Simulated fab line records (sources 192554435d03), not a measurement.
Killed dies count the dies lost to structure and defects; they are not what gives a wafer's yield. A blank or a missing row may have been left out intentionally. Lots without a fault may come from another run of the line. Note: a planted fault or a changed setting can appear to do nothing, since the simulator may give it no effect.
Lot-split experiment || flow n5Finfet || route with 1938 steps; 7 lots, 39 wafers read

## ON THE SPLIT
At N5_BEOL_M6_CVD_78 (deposits Co from CCTBA/H2, target thk 2 nm, time 142.3 s), the setting targetThkA was moved away from the recipe's 20 angstrom on 9 of the 39 wafers read, by -47.1% to +55.0%. For the rest of the wafers, this setting stayed at what the recipe calls for.

The reading comes from the split's own step.

## THE READING
Co_of_BEOL_M6_CVD_78.thkNm (the simulator's own value, which no gauge read), in nm, at N5_BEOL_M6_CVD_78 (deposits Co from CCTBA/H2, target thk 2 nm, time 142.3 s). No usual value for it is given in the file. Here, 30 wafers ran the recipe; their average is 2.0 nm with a standard deviation of 0.095 nm.

{"wafer": "L076.1", "tool, chamber at the split": "cvdCo-01, 2,0,2,0", "targetThkA as run, angstrom": 20, "against the recipe": "recipe", "Co_of_BEOL_M6_CVD_78.thkNm, nm": 2, "against lot-mates on the recipe": "-"}
{"wafer": "L076.2", "tool, chamber at the split": "cvdCo-01, 2,0,2,0", "targetThkA as run, angstrom": 20, "against the recipe": "recipe", "Co_of_BEOL_M6_CVD_78.thkNm, nm": 2, "against lot-mates on the recipe": "-"}
{"wafer": "L076.4", "tool, chamber at the split": "cvdCo-01, 2,0,2,0", "targetThkA as run, angstrom": 20, "against the recipe": "recipe", "Co_of_BEOL_M6_CVD_78.thkNm, nm": 2, "against lot-mates on the recipe": "-"}
{"wafer": "L076.6", "tool, chamber at the split": "cvdCo-01, 2,0,2,0", "targetThkA as run, angstrom": 20, "against the recipe": "recipe", "Co_of_BEOL_M6_CVD_78.thkNm, nm": 2, "against lot-mates on the recipe": "-"}
{"wafer": "L076.3", "tool, chamber at the split": "cvdCo-01, 1", "targetThkA as run, angstrom": 20, "against the recipe": "recipe", "Co_of_BEOL_M6_CVD_78.thkNm, nm": 1.8, "against lot-mates on the recipe": "-"}
{"wafer": "L076.5", "tool, chamber at the split": "cvdCo-01, 1", "targetThkA as run, angstrom": 20, "against the recipe": "recipe", "Co_of_BEOL_M6_CVD_78.thkNm, nm": 1.8, "against lot-mates on the recipe": "-"}
{"wafer": "L077.1", "tool, chamber at the split": "cvdCo-01, 1,2,1", "targetThkA as run, angstrom": 20, "against the recipe": "recipe", "Co_of_BEOL_M6_CVD_78.thkNm, nm": 2, "against lot-mates on the recipe": "-"}
{"wafer": "L077.2", "tool, chamber at the split": "cvdCo-01, 1,2,1", "targetThkA as run, angstrom": 20, "against the recipe": "recipe", "Co_of_BEOL_M6_CVD_78.thkNm, nm": 2, "against lot-mates on the recipe": "-"}
{"wafer": "L077.6", "tool, chamber at the split": "cvdCo-01, 1,2,1", "targetThkA as run, angstrom": 20, "against the recipe": "recipe", "Co_of_BEOL_M6_CVD_78.thkNm, nm": 2, "against lot-mates on the recipe": "-"}
{"wafer": "L081.1", "tool, chamber at the split": "cvdCo-01, 0,2", "targetThkA as run, angstrom": 20, "against the recipe": "recipe", "Co_of_BEOL_M6_CVD_78.thkNm, nm": 2, "against lot-mates on the recipe": "-"}
{"wafer": "L081.6", "tool, chamber at the split": "cvdCo-01, 0,2", "targetThkA as run, angstrom": 20, "against the recipe": "recipe", "Co_of_BEOL_M6_CVD_78.thkNm, nm": 2, "against lot-mates on the recipe": "-"}
{"wafer": "L081.2", "tool, chamber at the split": "cvdCo-01, 2,1", "targetThkA as run, angstrom": 31, "against the recipe": "+55.0%", "Co_of_BEOL_M6_CVD_78.thkNm, nm": 3.2, "against lot-mates on the recipe": "+1.3"}
{"wafer": "L081.4", "tool, chamber at the split": "cvdCo-01, 2,1", "targetThkA as run, angstrom": 31, "against the recipe": "+55.0%", "Co_of_BEOL_M6_CVD_78.thkNm, nm": 3.2, "against lot-mates on the recipe": "+1.3"}
{"wafer": "L081.3", "tool, chamber at the split": "cvdCo-01, 1", "targetThkA as run, angstrom": 31, "against the recipe": "+55.0%", "Co_of_BEOL_M6_CVD_78.thkNm, nm": 3, "against lot-mates on the recipe": "+1.1"}
{"wafer": "L081.5", "tool, chamber at the split": "cvdCo-01, 0", "targetThkA as run, angstrom": 20, "against the recipe": "recipe", "Co_of_BEOL_M6_CVD_78.thkNm, nm": 1.8, "against lot-mates on the recipe": "-"}
{"wafer": "L084.1", "tool, chamber at the split": "cvdCo-02, 0", "targetThkA as run, angstrom": 20, "against the recipe": "recipe", "Co_of_BEOL_M6_CVD_78.thkNm, nm": 1.8, "against lot-mates on the recipe": "-"}
{"wafer": "L084.2", "tool, chamber at the split": "cvdCo-02, 2,1,2,0,1", "targetThkA as run, angstrom": 20, "against the recipe": "recipe", "Co_of_BEOL_M6_CVD_78.thkNm, nm": 2, "against lot-mates on the recipe": "-"}
{"wafer": "L084.3", "tool, chamber at the split": "cvdCo-02, 2,1,2,0,1", "targetThkA as run, angstrom": 20, "against the recipe": "recipe", "Co_of_BEOL_M6_CVD_78.thkNm, nm": 2, "against lot-mates on the recipe": "-"}
{"wafer": "L084.4", "tool, chamber at the split": "cvdCo-02, 2,1,2,0,1", "targetThkA as run, angstrom": 20, "against the recipe": "recipe", "Co_of_BEOL_M6_CVD_78.thkNm, nm": 2, "against lot-mates on the recipe": "-"}
{"wafer": "L084.5", "tool, chamber at the split": "cvdCo-02, 2,1,2,0,1", "targetThkA as run, angstrom": 20, "against the recipe": "recipe", "Co_of_BEOL_M6_CVD_78.thkNm, nm": 2, "against lot-mates on the recipe": "-"}
{"wafer": "L084.6", "tool, chamber at the split": "cvdCo-02, 2,1,2,0,1", "targetThkA as run, angstrom": 20, "against the recipe": "recipe", "Co_of_BEOL_M6_CVD_78.thkNm, nm": 2, "against lot-mates on the recipe": "-"}
{"wafer": "L088.1", "tool, chamber at the split": "cvdCo-01, 2", "targetThkA as run, angstrom": 20, "against the recipe": "recipe", "Co_of_BEOL_M6_CVD_78.thkNm, nm": 2.2, "against lot-mates on the recipe": "-"}
{"wafer": "L088.2", "tool, chamber at the split": "cvdCo-01, 0,1", "targetThkA as run, angstrom": 28.39, "against the recipe": "+41.9%", "Co_of_BEOL_M6_CVD_78.thkNm, nm": 2.8, "against lot-mates on the recipe": "+0.8"}
{"wafer": "L088.4", "tool, chamber at the split": "cvdCo-01, 0,1", "targetThkA as run, angstrom": 28.39, "against the recipe": "+41.9%", "Co_of_BEOL_M6_CVD_78.thkNm, nm": 2.8, "against lot-mates on the recipe": "+0.8"}
{"wafer": "L088.3", "tool, chamber at the split": "cvdCo-01, 1", "targetThkA as run, angstrom": 20, "against the recipe": "recipe", "Co_of_BEOL_M6_CVD_78.thkNm, nm": 2, "against lot-mates on the recipe": "-"}
{"wafer": "L088.5", "tool, chamber at the split": "cvdCo-01, 0", "targetThkA as run, angstrom": 20, "against the recipe": "recipe", "Co_of_BEOL_M6_CVD_78.thkNm, nm": 1.8, "against lot-mates on the recipe": "-"}
{"wafer": "L088.6", "tool, chamber at the split": "cvdCo-01, 2", "targetThkA as run, angstrom": 28.39, "against the recipe": "+41.9%", "Co_of_BEOL_M6_CVD_78.thkNm, nm": 3, "against lot-mates on the recipe": "+1.0"}
{"wafer": "L093.1", "tool, chamber at the split": "cvdCo-02, 2,0,0", "targetThkA as run, angstrom": 20, "against the recipe": "recipe", "Co_of_BEOL_M6_CVD_78.thkNm, nm": 2, "against lot-mates on the recipe": "-"}
{"wafer": "L093.2", "tool, chamber at the split": "cvdCo-02, 2,0,0", "targetThkA as run, angstrom": 20, "against the recipe": "recipe", "Co_of_BEOL_M6_CVD_78.thkNm, nm": 2, "against lot-mates on the recipe": "-"}
{"wafer": "L093.4", "tool, chamber at the split": "cvdCo-02, 2,0,0", "targetThkA as run, angstrom": 20, "against the recipe": "recipe", "Co_of_BEOL_M6_CVD_78.thkNm, nm": 2, "against lot-mates on the recipe": "-"}
{"wafer": "L093.3", "tool, chamber at the split": "cvdCo-02, 2,2,0", "targetThkA as run, angstrom": 10.59, "against the recipe": "-47.1%", "Co_of_BEOL_M6_CVD_78.thkNm, nm": 1.2, "against lot-mates on the recipe": -0.8}
{"wafer": "L093.5", "tool, chamber at the split": "cvdCo-02, 2,2,0", "targetThkA as run, angstrom": 10.59, "against the recipe": "-47.1%", "Co_of_BEOL_M6_CVD_78.thkNm, nm": 1.2, "against lot-mates on the recipe": -0.8}
{"wafer": "L093.6", "tool, chamber at the split": "cvdCo-02, 2,2,0", "targetThkA as run, angstrom": 10.59, "against the recipe": "-47.1%", "Co_of_BEOL_M6_CVD_78.thkNm, nm": 1.2, "against lot-mates on the recipe": -0.8}
{"wafer": "L095.1", "tool, chamber at the split": "cvdCo-01, 2,0,1,2,0", "targetThkA as run, angstrom": 20, "against the recipe": "recipe", "Co_of_BEOL_M6_CVD_78.thkNm, nm": 2, "against lot-mates on the recipe": "-"}
{"wafer": "L095.2", "tool, chamber at the split": "cvdCo-01, 2,0,1,2,0", "targetThkA as run, angstrom": 20, "against the recipe": "recipe", "Co_of_BEOL_M6_CVD_78.thkNm, nm": 2, "against lot-mates on the recipe": "-"}
{"wafer": "L095.3", "tool, chamber at the split": "cvdCo-01, 2,0,1,2,0", "targetThkA as run, angstrom": 20, "against the recipe": "recipe", "Co_of_BEOL_M6_CVD_78.thkNm, nm": 2, "against lot-mates on the recipe": "-"}
{"wafer": "L095.4", "tool, chamber at the split": "cvdCo-01, 2,0,1,2,0", "targetThkA as run, angstrom": 20, "against the recipe": "recipe", "Co_of_BEOL_M6_CVD_78.thkNm, nm": 2, "against lot-mates on the recipe": "-"}
{"wafer": "L095.6", "tool, chamber at the split": "cvdCo-01, 2,0,1,2,0", "targetThkA as run, angstrom": 20, "against the recipe": "recipe", "Co_of_BEOL_M6_CVD_78.thkNm, nm": 2, "against lot-mates on the recipe": "-"}
{"wafer": "L095.5", "tool, chamber at the split": "cvdCo-01, 1", "targetThkA as run, angstrom": 20, "against the recipe": "recipe", "Co_of_BEOL_M6_CVD_78.thkNm, nm": 2.2, "against lot-mates on the recipe": "-"}
Where a row lists several chambers, the file gives one row for several wafers and doesn't say which wafer went through which chamber.

THE FIT
A straight line over all 39 wafers: Co_of_BEOL_M6_CVD_78.thkNm changes by +0.0195 nm for each +1% of targetThkA; r = +0.98; the points scatter about the line by 0.1 nm.
The same after taking each lot's own level away (the mean of its wafers on the recipe; 39 wafers): +0.0199 nm for each +1%; r = +0.98; scatter 0.098 nm.
According to that fit, moving targetThkA by its largest amount changes the reading by 1.1 nm.
The span of the lots' own levels, 1.93 to 2.03 nm, comes to 1.1 times the standard deviation stated above.
So the lot-to-lot level changes the slope little: the two slopes agree.
Check: with one of the wafers moved furthest among these (+55.0%) left out of the fit, the line predicts +1.09 nm for it against its lot-mates. It came out at +1.27 nm against them.

## THE OTHER SPLITS THESE WAFERS WENT THROUGH
These wafers also went through other splits before the reading. Each is held against what the fit with the lots' levels taken away leaves over:
{"other split on the same wafers": "N5_FIN_SAQP_ETCH_65 timeS", "wafers away from the commonest value": 12, "r with Co_of_BEOL_M6_CVD_78.thkNm (lot level and that fit taken away)": "+0.36"}
{"other split on the same wafers": "N5_DUMMY_GATE_ETCH_32 timeS", "wafers away from the commonest value": 12, "r with Co_of_BEOL_M6_CVD_78.thkNm (lot level and that fit taken away)": -0.22}
{"other split on the same wafers": "N5_BEOL_M0_SAQP_PECVD_96 timeS", "wafers away from the commonest value": 9, "r with Co_of_BEOL_M6_CVD_78.thkNm (lot level and that fit taken away)": -0.08}
{"other split on the same wafers": "N5_BEOL_M1_TRENCH_ETCH_37 targetDepthA", "wafers away from the commonest value": 15, "r with Co_of_BEOL_M6_CVD_78.thkNm (lot level and that fit taken away)": -0.14}
{"other split on the same wafers": "N5_BEOL_M3_TRENCH_ETCH_37 targetDepthA", "wafers away from the commonest value": 15, "r with Co_of_BEOL_M6_CVD_78.thkNm (lot level and that fit taken away)": "+0.33"}

## FILE'S OWN FIT
Co_of_BEOL_M6_CVD_78.thkNm changes by +0.02 nm for each +1% of targetThkA, r = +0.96.
